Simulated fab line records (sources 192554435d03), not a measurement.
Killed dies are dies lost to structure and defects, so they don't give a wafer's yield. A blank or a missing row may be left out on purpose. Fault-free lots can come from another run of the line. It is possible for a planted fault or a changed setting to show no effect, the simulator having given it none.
fab line records	flow n5_finfet
[record] lots = 9	wafers = 27	last_day = 19
route steps=1938 shown DUMMY_GATE@244 SD_EPI_N@288 BEOL_M4@1111 PASSIVATION@1936
lots with no fault: from the same line, run without faults
start_h: hours from the record's first day to the start of the lot's first wafer shown	wait_h: hours from the lot's prior step to this one	" same as the row above	L1.1+2: one row covering several wafers at once	- either no value or no given start	* or withheld: withheld	< > ~ a bound
route shown NAME@n: a module of which the file shows steps, and the number in the route of the first	usual: the fault-free wafers' mean and standard deviation	same: alike in all rows	chamber/n: place in a boat	sites: each site's reading	_std_site: standard deviation across them	_edge_site: mean of outer sites minus mean of inner sites	radius_mm: for every site, how far away it sits from the centre of the wafer	mask NAME#n: copy n	behind: the tool/chamber that last shaped the wafer	hold: what put the lot on hold/how long, in hours/how the hold closed	device: which transistor (n, p or np) failed to switch	end of line: tests run on the same wafers once the route is complete	for a step that has no rows: nothing shown but its recipe	killed: not the wafer's yield, but the dies lost to structure and defects at the first sort	map: the dies of a wafer, with x for killed, . for not killed, _ for no die there
set.NAME: the setting the step ran with; set.NAME@STEP: the setting that earlier step ran with	model.NAME: the simulator's own value behind a step, which no gauge read
a sample of lots followed through the steps of the route, with each step as a table and each wafer as a row
services: when a tool's chamber went out of use (start_h, in hours from the record's first day, below 0 if earlier), for how many hours, and the reason
[[steps]]
[step N5_DUMMY_GATE_STRIP_41]
[recipe] chemistry = O2	power_w = 400	temp_c = 40	pressure_mtorr = 30	rf_frequency_hz = 6e+07	bias_power_w = 0	overash_fraction = 0.3	o2_flow_sccm = 225
[usual] drypump_motor_current_A = 5.5/0.56	oes_product_au = 0.81/0.082	rf_vpp_V = 3.7/0.5	showerhead_plenum_p_Torr = 2.11/0.062	temp_c = 39.99/0.12	throttle_valve_pct = 16.68/0.26
[same] overash_fraction = 0.3
lot.wafer	tool	chamber	start_h	wait_h	drypump_motor_current_A	oes_product_au	rf_hours_counter_h	rf_vpp_V	showerhead_plenum_p_Torr	temp_c	throttle_valve_pct
L252.2	rie_diel-03	0	67.13	0.0	5.5	0.71	240	3.3	2.15	39.87	16.91
L252.3	"	3	"	"	4.7	0.80	97	4.6	2.04	40.11	16.67
L252.6	"	2	"	"	5.1	0.83	-	3.6	2.15	40.00	16.63
L253.1	rie_diel-03	3	73.46	0.0	4.7	0.79	98	4.4	2.04	39.93	16.69
L253.2	"	2	"	"	5.1	0.82	57	3.8	2.15	39.80	16.63
L253.6	"	0	"	"	5.5	0.71	-	3.5	2.15	39.87	16.93
L260.4	rie_diel-06	0	115.30	0.0	6.7	0.96	11	3.3	2.14	40.02	16.02
L260.5	"	1	"	"	5.2	0.67	-	4.0	2.15	39.98	17.15
L260.6	"	0	"	"	6.6	0.96	-	4.1	2.14	40.03	16.03
L261.2	rie_diel-03	1	125.63	0.0	5.0	0.85	80	3.6	2.04	39.93	16.85
L261.5	"	3	"	"	4.7	0.79	-	3.7	2.03	39.90	16.71
L261.6	"	2	"	"	5.1	0.82	-	3.7	2.14	40.08	16.65
L263.2	rie_diel-03	3	133.41	0.0	4.7	0.77	119	4.1	2.03	39.92	16.71
L263.3	"	2	"	"	5.1	0.81	77	3.0	2.14	39.70	16.67
L263.4	"	0	"	"	5.5	1.01	0	4.1	2.14	39.94	16.45
L265.3	rie_diel-03	2	142.13	0.0	5.1	0.81	79	4.0	2.14	40.03	16.70
L265.4	"	1	"	"	5.0	0.85	85	3.2	2.03	39.95	16.87
L265.5	"	2	"	"	5.1	0.81	-	3.7	2.14	40.07	16.67
L266.1	rie_diel-03	0	151.68	0.0	5.5	0.97	4	3.1	2.14	40.00	16.45
L266.2	"	2	"	"	5.1	0.80	81	3.5	2.14	39.87	16.68
L266.4	"	3	"	"	4.7	0.78	123	3.0	2.03	40.11	16.72
L268.3	rie_diel-01	2	160.10	0.0	5.9	0.78	94	3.7	2.22	39.95	16.76
L268.4	"	3	"	"	6.3	0.86	34	3.6	2.06	40.02	16.35
L268.6	"	0	"	"	6.0	0.72	-	3.7	2.11	40.12	16.97
L270.1	rie_diel-06	1	174.56	0.0	5.2	0.94	8	3.4	2.15	40.08	16.69
L270.4	"	0	"	"	6.6	0.92	31	4.1	2.13	40.08	16.06
L270.5	"	2	"	"	5.9	0.75	-	2.9	2.17	39.97	16.53
[step N5_DUMMY_GATE_STRIP_48]
[recipe] chemistry = N2/H2	time_s = 20	power_w = 100	temp_c = 40	pressure_mtorr = 100	rf_frequency_hz = 6e+07	bias_power_w = 3	n2_flow_sccm = 300	h2_flow_sccm = 300
[usual] drypump_motor_current_A = 5.6/0.55	oes_product_au = 0.81/0.085	rf_vpp_V = 45.3/0.8	showerhead_plenum_p_Torr = 3.40/0.095	temp_c = 40.01/0.11	throttle_valve_pct = 12.16/0.28
lot.wafer	tool	chamber	start_h	wait_h	drypump_motor_current_A	oes_product_au	rf_hours_counter_h	rf_vpp_V	showerhead_plenum_p_Torr	temp_c	throttle_valve_pct
L252.2	rie_diel-06	3	67.63	0.0	6.0	0.80	114	45.5	3.38	39.94	12.00
L252.3	"	2	"	"	6.0	0.78	121	46.1	3.53	40.15	12.17
L252.6	"	2	"	"	6.0	0.79	-	45.2	3.53	40.09	12.19
L253.1	rie_diel-03	2	73.96	0.0	5.1	0.83	57	44.8	3.44	39.99	12.06
L253.2	"	3	"	"	4.7	0.80	98	45.6	3.27	40.13	12.28
L253.6	"	1	"	"	5.0	0.87	-	45.3	3.29	39.97	12.23
L260.4	rie_diel-03	3	115.82	0.0	4.7	0.79	-	45.6	3.27	39.74	12.29
L260.5	"	2	"	"	5.1	0.82	-	46.6	3.43	39.98	12.10
L260.6	"	1	"	"	5.0	0.86	-	43.9	3.29	40.19	12.27
L261.2	rie_diel-06	2	126.31	0.0	6.0	0.77	140	45.9	3.52	39.90	12.23
L261.5	"	0	"	"	6.6	0.95	-	45.7	3.47	40.13	11.62
L261.6	"	2	"	"	6.0	0.77	-	44.6	3.52	39.99	12.22
L263.2	rie_diel-01	3	134.11	0.0	6.3	0.90	27	47.0	3.29	40.19	11.70
L263.3	"	1	"	"	5.8	0.72	176	46.6	3.25	39.79	12.37
L263.4	"	0	"	"	6.1	0.71	160	45.1	3.38	40.02	12.37
L265.3	rie_diel-03	2	142.62	0.0	5.1	0.80	79	46.2	3.43	39.96	12.13
L265.4	"	1	"	"	5.0	0.84	85	44.2	3.28	40.02	12.28
L265.5	"	3	"	"	4.7	0.79	-	45.0	3.26	39.98	12.33
L266.1	rie_diel-03	3	152.18	0.0	4.7	0.77	123	45.0	3.26	40.11	12.33
L266.2	"	2	"	"	5.1	0.81	81	45.5	3.43	39.89	12.11
L266.4	"	0	"	"	5.5	0.97	4	45.7	3.47	39.94	11.94
L268.3	rie_diel-01	0	160.66	0.0	6.1	0.71	168	44.4	3.37	39.97	12.39
L268.4	"	1	"	"	5.8	0.71	184	45.6	3.24	39.89	12.40
L268.6	"	0	"	"	6.1	0.71	-	45.8	3.37	39.98	12.38
L270.1	rie_diel-06	2	175.35	0.0	5.9	0.75	156	44.6	3.51	40.00	12.27
L270.4	"	3	"	"	6.0	0.76	147	45.2	3.36	40.02	12.07
L270.5	"	0	"	"	6.6	0.90	-	44.7	3.46	39.78	11.67
[step N5_SD_EPI_N_EPI_21]
[recipe] material = Si:P	dopant = P	temp_c = 680	pressure_torr = 255	time_s = 690
[usual] chamber_pressure_Torr = 255.0/0.62	epi_growth_time_s = 690/0
lot.wafer	tool	chamber	start_h	wait_h	chamber_pressure_Torr	epi_growth_time_s
L252.2	epi_rpcvd-04	0	70.94	0.4	254.0	690
L252.3	"	0	"	"	254.2	690
L252.6	"	0	"	"	254.2	690
L253.1	epi_rpcvd-02	0	76.91	0.1	255.3	690
L253.2	"	0	"	"	254.5	690
L253.6	"	0	78.31	1.4	255.1	690
L260.4	epi_rpcvd-04	-	120.21	1.2	-	-
L260.5	"	-	"	"	-	-
L260.6	"	-	"	"	-	-
L261.2	epi_rpcvd-01	-	129.91	0.7	-	-
L261.5	"	-	131.41	2.0	-	-
L261.6	"	-	"	"	-	-
L263.2	epi_rpcvd-01	0	138.11	0.5	254.1	690
L263.3	"	0	"	"	253.8	690
L263.4	"	0	"	"	253.7	690
L265.3	epi_rpcvd-04	0	146.39	0.9	255.4	690
L265.4	"	0	"	"	254.5	690
L265.5	"	0	"	"	254.9	690
L266.1	epi_rpcvd-01	0	155.35	0.2	254.6	690
L266.2	"	0	"	"	255.5	690
L266.4	"	0	"	"	254.6	690
L268.3	epi_rpcvd-01	0	164.65	0.7	254.6	690
L268.4	"	0	"	"	253.9	690
L268.6	"	0	"	"	254.9	690
L270.1	epi_rpcvd-02	0	178.76	0.1	255.4	690
L270.4	"	0	"	"	256.7	690
L270.5	"	0	"	"	256.1	690
[step N5_SD_EPI_N_LINER_46]
[recipe] material = SiNx	target_thk_a = 30	temp_c = 400	ald_precursor_family = SiH2I2	ald_co_reactant = N2/H2-plasma	pressure_torr = 2
[usual] heater_power_w = 866/70
lot.wafer	tool	chamber	start_h	wait_h	heater_power_w
L252.2	ald_sin-02	1	72.69	0.2	949
L252.3	"	2	"	"	883
L252.6	"	3	"	"	866
L253.1	ald_sin-02	3	79.09	0.3	850
L253.2	"	2	"	"	901
L253.6	"	0	"	"	910
L260.4	ald_sin-01	1	121.94	0.1	925
L260.5	"	2	"	"	804
L260.6	"	3	"	"	1040
L261.2	ald_sin-01	2	132.87	0.2	805
L261.5	"	1	"	"	879
L261.6	"	2	"	"	792
L263.2	ald_sin-01	0	140.41	0.2	895
L263.3	"	2	"	"	796
L263.4	"	1	"	"	899
L265.3	ald_sin-03	1	148.87	0.7	870
L265.4	"	3	"	"	853
L265.5	"	3	"	"	871
L266.1	ald_sin-02	1	158.06	0.3	925
L266.2	"	0	"	"	879
L266.4	"	2	"	"	885
L268.3	ald_sin-03	2	166.17	0.1	822
L268.4	"	0	"	"	755
L268.6	"	1	"	"	891
L270.1	ald_sin-03	3	180.86	0.3	876
L270.4	"	2	"	"	822
L270.5	"	0	"	"	751
[step N5_BEOL_M4_RC_MEAS_101]
[usual] DIBL_N = 36.6/1.9	DIBL_P = 36.7/2.2	IOFF_N = 0.16/0.035	IOFF_P = 0.22/0.038	ION_N = 672/14	ION_P = 462/8.3	SS_N = 71.6/0.65	SS_P = 73.5/0.72	VT_N = 250/3.5	VT_P = -250/3.1
lot.wafer	tool	chamber	start_h	wait_h	DIBL_N[mV/V]	DIBL_P[mV/V]	IOFF_N[nA/um]	IOFF_P[nA/um]	ION_N[uA/um]	ION_P[uA/um]	SS_N[mV/dec]	SS_P[mV/dec]	VT_N[mV]	VT_P[mV]
L253.1	prober-02	0	207.69	0.0	36.5	36.7	0.15	0.19	653	448	71.6	73.3	254	-258
L253.2	"	0	"	"	34.4	34.7	0.12	0.16	667	453	71.0	72.7	254	-257
L253.6	"	0	"	"	33.4	32.6	0.11	0.14	650	442	70.7	71.6	257	-257
L252.2	prober-02	0	213.24	0.2	35.1	35.1	0.14	0.18	679	466	71.7	72.6	252	-252
L252.3	"	0	"	"	36.8	37.9	0.16	0.22	668	460	71.1	74.0	253	-251
L252.6	"	0	"	"	35.6	36.8	0.15	0.21	680	469	70.9	72.8	250	-249
L263.2	prober-02	0	279.73	0.2	34.9	35.8	0.13	0.18	671	456	72.0	73.1	253	-253
L263.3	"	0	"	"	36.9	37.6	0.18	0.22	673	454	72.6	73.7	250	-250
L263.4	"	0	"	"	36.8	38.6	0.17	0.24	672	463	71.8	73.5	249	-248
L265.3	prober-01	0	291.31	0.3	38.8	40.6	0.21	0.29	670	462	72.3	74.8	247	-244
L265.4	"	0	"	"	35.6	36.4	0.15	0.21	656	456	71.5	72.8	253	-249
L265.5	"	0	"	"	38.5	40.4	0.21	0.30	670	467	72.9	74.9	245	-247
L266.1	prober-02	0	293.14	0.0	36.2	37.9	0.19	0.24	674	467	71.5	74.5	246	-247
L266.2	"	0	"	"	36.8	38.9	0.19	0.25	671	464	71.4	73.9	248	-248
L266.4	"	0	"	"	35.7	37.4	0.18	0.23	679	465	72.3	73.9	247	-247
L268.3	prober-02	0	297.27	0.3	40.8	42.0	0.26	0.32	692	467	72.9	74.4	245	-245
L268.4	"	0	"	"	35.1	35.6	0.14	0.21	663	457	71.1	73.1	251	-249
L268.6	"	0	"	"	36.6	36.8	0.16	0.21	676	462	71.7	73.4	250	-251
L270.1	prober-02	0	326.31	0.0	38.1	37.1	0.19	0.25	669	458	71.4	73.8	249	-248
L270.4	"	0	"	"	35.2	34.2	0.14	0.19	680	466	71.2	72.6	251	-250
L270.5	"	0	"	"	35.7	34.4	0.14	0.21	678	474	71.6	73.6	249	-248
[step N5_PASSIVATION_PROBE_49]
[usual] defect_limited_yield = 91.6/1.4	killed_at_M0_to_M3 = 35/10	killed_at_M4_up = 13/4.8	killed_at_contacts = 12/7.2	killed_at_front_end = 36/12	killed_at_other = 4/3.1	killed_dies = 100/17	killed_on_rim = 13/4.2	killed_open = 66/13	killed_short = 32/7.3	sort_bin_5_function = 5.0/0.94	sort_bin_6_memory = 3.1/0.67	sort_bin_8_speed = 0.01/0.047	sort_n_pass = 1080/17	sort_yield_pct = 91.6/1.4
[same] gross_dies = 1180	killed_at_back_side = 0	sort_bin_4_leakage[%] = 0
lot.wafer	tool	chamber	start_h	wait_h	defect_limited_yield[%]	killed_at_M0_to_M3	killed_at_M4_up	killed_at_contacts	killed_at_front_end	killed_at_other	killed_dies	killed_on_rim	killed_open	killed_short	sort_bin_5_function[%]	sort_bin_6_memory[%]	sort_bin_8_speed[%]	sort_n_pass	sort_yield_pct[%]
L253.1	prober-02	-	322.84	0.0	91.3	38	6	29	27	3	103	8	63	40	4.8	3.6	0	1077	91.3
L253.2	prober-02	-	322.89	0.1	90.0	22	10	37	45	4	118	12	75	43	5.9	3.7	0	1062	90.0
L253.6	prober-02	-	323.09	0.3	89.1	26	13	26	61	3	129	17	76	51	6.4	4.1	0.08	1051	89.1
L252.2	prober-02	-	323.42	0.1	89.7	52	14	11	42	2	121	16	90	30	6.8	3.2	0	1059	89.7
L252.3	prober-02	-	323.47	0.1	89.9	59	7	10	41	2	119	14	78	40	6.4	3.3	0	1061	89.9
L252.6	prober-02	-	323.62	0.3	91.1	38	12	13	39	3	105	17	71	33	5.5	3.1	0	1075	91.1
L260.4	prober-02	-	376.90	0.2	0	44	12	7	1104	13	1180	152	67	32	96.3	3.3	0	0	0
L260.5	prober-02	-	376.95	0.2	0	36	17	9	1111	7	1180	152	61	32	96.4	3.6	0	0	0
L260.6	prober-02	-	377.00	0.3	0	38	17	10	1105	10	1180	152	78	38	96.2	3.6	0	0	0
L261.2	prober-02	-	377.10	0.4	0	46	14	7	1107	6	1180	152	62	36	96.6	3.2	0	0	0
L261.5	prober-02	-	377.25	0.5	0	42	15	4	1118	1	1180	152	59	40	96.9	2.6	0	0	0
L261.6	prober-02	-	377.30	0.6	0	42	9	4	1121	4	1180	152	61	26	96.9	3.1	0	0	0
L263.2	prober-02	-	407.22	0.1	93.5	22	16	12	23	4	77	6	53	24	3.5	2.6	0	1103	93.5
L263.3	prober-02	-	407.27	0.1	92.7	32	18	15	19	2	86	11	60	26	4.2	3.0	0	1094	92.7
L263.4	prober-02	-	407.32	0.2	92.4	29	20	11	27	3	90	11	61	29	4.4	3.2	0	1090	92.4
L265.3	prober-01	-	412.19	0.1	93.0	18	10	12	39	4	83	11	58	25	4.7	2.3	0	1097	93.0
L265.4	prober-01	-	412.24	0.2	92.0	33	7	16	35	3	94	6	56	38	5.1	2.8	0	1086	92.0
L265.5	prober-01	-	412.29	0.2	94.0	38	8	5	20	0	71	6	41	30	3.3	2.5	0	1109	94.0
L268.3	prober-01	-	418.66	0.1	92.1	41	16	5	29	2	93	10	65	28	4.7	3.0	0	1087	92.1
L268.4	prober-01	-	418.71	0.2	91.9	32	15	8	38	3	96	10	61	34	5.0	2.7	0	1084	91.9
L268.6	prober-01	-	418.81	0.3	92.9	28	14	6	34	2	84	9	56	28	3.7	3.1	0	1096	92.9
L270.1	prober-02	-	443.70	0.0	91.6	27	12	11	46	3	99	16	66	33	5.8	2.5	0	1081	91.6
L270.4	prober-02	-	443.85	0.2	87.4	38	26	17	63	5	149	19	95	54	7.2	5.0	0	1031	87.4
L270.5	prober-02	-	443.90	0.2	89.7	46	18	8	46	4	122	18	84	35	6.5	3.6	0	1058	89.7
// killed by level:class
L253.1 MOL_CONTACT_COAG:geometric_particle:open=23 BEOL_M0_SAQP:geometric_particle:short=13 FIN_SAQP:geometric_particle:short=8 BEOL_M2:geometric_particle:open=8 BEOL_M0_SAQP:geometric_particle:open=7 MOL_CONTACT_COAG:geometric_particle:short=6 FIN_SAQP:geometric_particle:open=5 BEOL_M2:geometric_particle:short=4
L253.2 MOL_CONTACT_COAG:geometric_particle:open=26 MOL_CONTACT_COAG:geometric_particle:short=11 FIN_SAQP:geometric_particle:open=10 FIN_SAQP:geometric_particle:short=10 GATE_CUT:geometric_particle:short=7 BEOL_M4:geometric_particle:open=7 STI_FIN_REVEAL:geometric_particle:open=6 BEOL_M2:geometric_particle:open=6
L253.6 FIN_SAQP:geometric_particle:short=21 MOL_CONTACT_COAG:geometric_particle:open=21 FIN_SAQP:geometric_particle:open=17 GATE_CUT:geometric_particle:short=10 BEOL_M0_SAQP:geometric_particle:open=8 BEOL_M0_SAQP:geometric_particle:short=6 MOL_CONTACT_COAG:geometric_particle:short=5 STI_FIN_REVEAL:geometric_particle:open=4
L252.2 BEOL_M3:geometric_particle:open=17 BEOL_M2:geometric_particle:open=13 FIN_SAQP:geometric_particle:open=10 MOL_CONTACT_COAG:geometric_particle:open=8 DUMMY_GATE:geometric_particle:open=6 BEOL_M1:geometric_particle:open=6 BEOL_M4:geometric_particle:open=5 BEOL_M6:geometric_particle:open=5
L252.3 BEOL_M3:geometric_particle:open=17 BEOL_M1:geometric_particle:open=14 FIN_SAQP:geometric_particle:open=8 BEOL_M2:geometric_particle:open=8 STI_FIN_REVEAL:geometric_particle:open=7 GATE_CUT:geometric_particle:short=7 MOL_CONTACT_COAG:geometric_particle:open=7 BEOL_M3:geometric_particle:short=5
L252.6 FIN_SAQP:geometric_particle:open=14 MOL_CONTACT_COAG:geometric_particle:open=9 FIN_SAQP:geometric_particle:short=7 BEOL_M4:geometric_particle:open=7 BEOL_M1:geometric_particle:open=6 BEOL_M2:geometric_particle:open=6 BEOL_M0_SAQP:geometric_particle:open=5 BEOL_M0_SAQP:geometric_particle:short=5
L260.4 SD_EPI_N:area_epi=1081 BEOL_M0_SAQP:geometric_particle:open=10 BEOL_M3:geometric_particle:open=9 FIN_SAQP:geometric_particle:open=8 BEOL_M2:geometric_particle:open=6 MIM_TOP_ETCH:geometric_particle:open=6 BEOL_M3:geometric_particle:short=5 MOL_CONTACT_COAG:geometric_particle:open=4
L260.5 SD_EPI_N:area_epi=1087 BEOL_M2:geometric_particle:open=9 BEOL_M3:geometric_particle:open=8 MOL_CONTACT_COAG:geometric_particle:open=7 FIN_SAQP:geometric_particle:open=6 GATE_CUT:geometric_particle:short=5 BEOL_M0_SAQP:geometric_particle:open=5 BEOL_M4:geometric_particle:short=5
L260.6 SD_EPI_N:area_epi=1064 FIN_SAQP:geometric_particle:open=13 MOL_CONTACT_COAG:geometric_particle:open=8 BEOL_M3:geometric_particle:open=8 BEOL_M0_SAQP:geometric_particle:short=7 BEOL_M0_SAQP:geometric_particle:open=7 FIN_SAQP:geometric_particle:short=6 STI_FIN_REVEAL:geometric_particle:open=6
L261.2 SD_EPI_N:area_epi=1081 BEOL_M3:geometric_particle:open=14 BEOL_M0_SAQP:geometric_particle:short=13 BEOL_M0_SAQP:geometric_particle:open=10 BEOL_M4:geometric_particle:open=8 FIN_SAQP:geometric_particle:short=7 MOL_CONTACT_COAG:geometric_particle:open=6 FIN_SAQP:geometric_particle:open=5
L261.5 SD_EPI_N:area_epi=1080 BEOL_M0_SAQP:geometric_particle:short=13 FIN_SAQP:geometric_particle:short=10 BEOL_M4:geometric_particle:open=9 BEOL_M0_SAQP:geometric_particle:open=7 BEOL_M2:geometric_particle:open=7 FIN_SAQP:geometric_particle:open=6 BEOL_M0:geometric_particle:open=5
L261.6 SD_EPI_N:area_epi=1093 BEOL_M2:geometric_particle:open=19 ILD0:geometric_particle:short=6 BEOL_M0:geometric_particle:open=6 BEOL_M3:geometric_particle:open=6 DUMMY_GATE:geometric_particle:open=5 BEOL_M0_SAQP:geometric_particle:short=4 FIN_SAQP:geometric_particle:open=3
L263.2 MOL_CONTACT_COAG:geometric_particle:open=9 BEOL_M0_SAQP:geometric_particle:short=8 BEOL_M1:geometric_particle:open=6 BEOL_M4:geometric_particle:open=6 BEOL_M0_SAQP:geometric_particle:open=4 FIN_SAQP:geometric_particle:open=3 FIN_CUT:geometric_particle:open=3 STI_FIN_REVEAL:geometric_particle:open=3
L263.3 MOL_CONTACT_COAG:geometric_particle:open=15 BEOL_M4:geometric_particle:open=11 BEOL_M0_SAQP:geometric_particle:short=8 BEOL_M0_SAQP:geometric_particle:open=6 BEOL_M0:geometric_particle:open=5 BEOL_M2:geometric_particle:open=5 FIN_SAQP:geometric_particle:open=4 STI_FIN_REVEAL:geometric_particle:short=3
L263.4 BEOL_M4:geometric_particle:open=14 MOL_CONTACT_COAG:geometric_particle:open=10 BEOL_M0_SAQP:geometric_particle:open=9 BEOL_M1:geometric_particle:open=6 FIN_SAQP:geometric_particle:short=5 BEOL_M2:geometric_particle:open=5 BEOL_M0_SAQP:geometric_particle:short=4 STARTING-WAFER:geometric_particle:short=4
L265.3 STI_FIN_REVEAL:geometric_particle:open=13 MOL_CONTACT_COAG:geometric_particle:open=8 BEOL_M0_SAQP:geometric_particle:short=5 BEOL_M3:geometric_particle:open=5 GATE_CUT:geometric_particle:short=4 MOL_CONTACT_COAG:geometric_particle:short=4 BEOL_M0_SAQP:geometric_particle:open=4 STI_FIN_REVEAL:geometric_particle:short=3
L265.4 STI_FIN_REVEAL:geometric_particle:open=13 MOL_CONTACT_COAG:geometric_particle:open=12 FIN_SAQP:geometric_particle:short=10 BEOL_M0_SAQP:geometric_particle:short=7 BEOL_M0_SAQP:geometric_particle:open=7 BEOL_M1:geometric_particle:open=5 BEOL_M3:geometric_particle:open=5 GATE_CUT:geometric_particle:short=4
L265.5 BEOL_M0_SAQP:geometric_particle:open=18 BEOL_M0_SAQP:geometric_particle:short=11 FIN_SAQP:geometric_particle:short=5 BEOL_M4:geometric_particle:open=5 STARTING-WAFER:geometric_particle:short=4 BEOL_M2:geometric_particle:open=4 DUMMY_GATE:geometric_particle:open=3 MOL_CONTACT_COAG:geometric_particle:short=3
L268.3 BEOL_M0_SAQP:geometric_particle:open=12 BEOL_M4:geometric_particle:open=9 GATE_CUT:geometric_particle:short=7 BEOL_M0_SAQP:geometric_particle:short=7 BEOL_M1:geometric_particle:open=7 BEOL_M2:geometric_particle:open=6 STI_FIN_REVEAL:geometric_particle:open=5 BEOL_M2:geometric_particle:short=5
L268.4 BEOL_M0_SAQP:geometric_particle:open=8 BEOL_M4:geometric_particle:open=8 FIN_SAQP:geometric_particle:open=7 FIN_SAQP:geometric_particle:short=6 GATE_CUT:geometric_particle:short=6 BEOL_M0_SAQP:geometric_particle:short=5 MOL_CONTACT_COAG:geometric_particle:open=5 BEOL_M2:geometric_particle:open=5
L268.6 STI_FIN_REVEAL:geometric_particle:open=12 BEOL_M1:geometric_particle:open=9 BEOL_M2:geometric_particle:open=7 BEOL_M4:geometric_particle:open=7 MOL_CONTACT_COAG:geometric_particle:open=5 STARTING-WAFER:geometric_particle:short=5 BEOL_M0_SAQP:geometric_particle:short=4 BEOL_M1:geometric_particle:short=4
L270.1 FIN_SAQP:geometric_particle:short=14 MOL_CONTACT_COAG:geometric_particle:open=11 FIN_SAQP:geometric_particle:open=7 GATE_CUT:geometric_particle:short=7 STI_FIN_REVEAL:geometric_particle:open=6 BEOL_M0_SAQP:geometric_particle:open=6 BEOL_M1:geometric_particle:open=6 BEOL_M2:geometric_particle:open=6
L270.4 BEOL_M4:geometric_particle:open=16 MOL_CONTACT_COAG:geometric_particle:open=13 STI_FIN_REVEAL:geometric_particle:open=12 BEOL_M0_SAQP:geometric_particle:short=11 FIN_SAQP:geometric_particle:short=10 FIN_SAQP:geometric_particle:open=8 BEOL_M2:geometric_particle:open=7 STI_FIN_REVEAL:geometric_particle:short=6
L270.5 BEOL_M1:geometric_particle:open=17 BEOL_M4:geometric_particle:open=9 FIN_SAQP:geometric_particle:short=7 BEOL_M0_SAQP:geometric_particle:open=7 BEOL_M3:geometric_particle:open=7 BEOL_M1:geometric_particle:short=7 FIN_SAQP:geometric_particle:open=5 STI_FIN_REVEAL:geometric_particle:open=5
[[services]]
tool	chamber	start_h	hours	kind
rie_diel-06	0	47.38	-	clean
rie_diel-06	0	47.38	-	consumable_replace:focus_ring
rie_diel-06	0	47.38	27.5	scheduled_down
rie_diel-06	0	47.38	27.5	vent_cycle
epi_rpcvd-02	-	55.69	1.5	repair
rie_diel-03	3	59.26	6.7	repair
ald_sin-03	-	85.25	14.0	pm
ald_sin-01	0	93.11	4.9	repair
rie_diel-01	0	99.20	8.2	repair
rie_diel-03	0	99.56	-	clean
rie_diel-03	0	99.56	-	consumable_replace:focus_ring
rie_diel-03	0	99.56	32.6	scheduled_down
rie_diel-03	0	99.56	32.6	vent_cycle
rie_diel-01	1	103.86	16.6	repair
ald_sin-01	-	112.30	2.8	pm
rie_diel-06	1	125.06	-	clean
rie_diel-06	1	125.06	-	consumable_replace:focus_ring
rie_diel-03	-	143.10	1.2	repair
rie_diel-06	1	151.90	8.1	repair
ald_sin-02	3	163.38	5.8	repair
rie_diel-01	-	164.46	0.3	repair
rie_diel-06	3	170.12	4.2	repair
epi_rpcvd-04	-	170.91	2.8	pm
ald_sin-02	-	177.80	14.0	pm
[[key]]
[first_sign] step = N5_SD_EPI_N_EPI_21	reading = tool_record	direction = missing
[effect] step = N5_PASSIVATION_PROBE_49	reading = sort_bin_5_function	direction = up	sigmas = 98	usual = 5.0	struck = 96.5
[more_kills_born_at] N5_SD_EPI_N_EPI_21@epi_rpcvd-01 = 3254	N5_SD_EPI_N_EPI_21@epi_rpcvd-04 = 3232
met_at N5_SD_EPI_N_EPI_21
struck_lots L260,L261
later_rows_left_out L260.4,L260.5,L260.6,L261.2,L261.5,L261.6
not_acting_at N5_DUMMY_GATE_STRIP_41,N5_DUMMY_GATE_STRIP_48,N5_SD_EPI_N_LINER_46
onset_between 70.94 120.21
[fault] kind = skipped_step_whole	tool = epi_rpcvd-01,epi_rpcvd-04	chamber = -	onset_h = 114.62	steps = N5_SD_EPI_N_EPI_21	scope = struck_lots_only
// later_rows_left_out: the simulator's readings of these wafers behind a module that went badly wrong aren't trusted and aren't shown, but for the sort
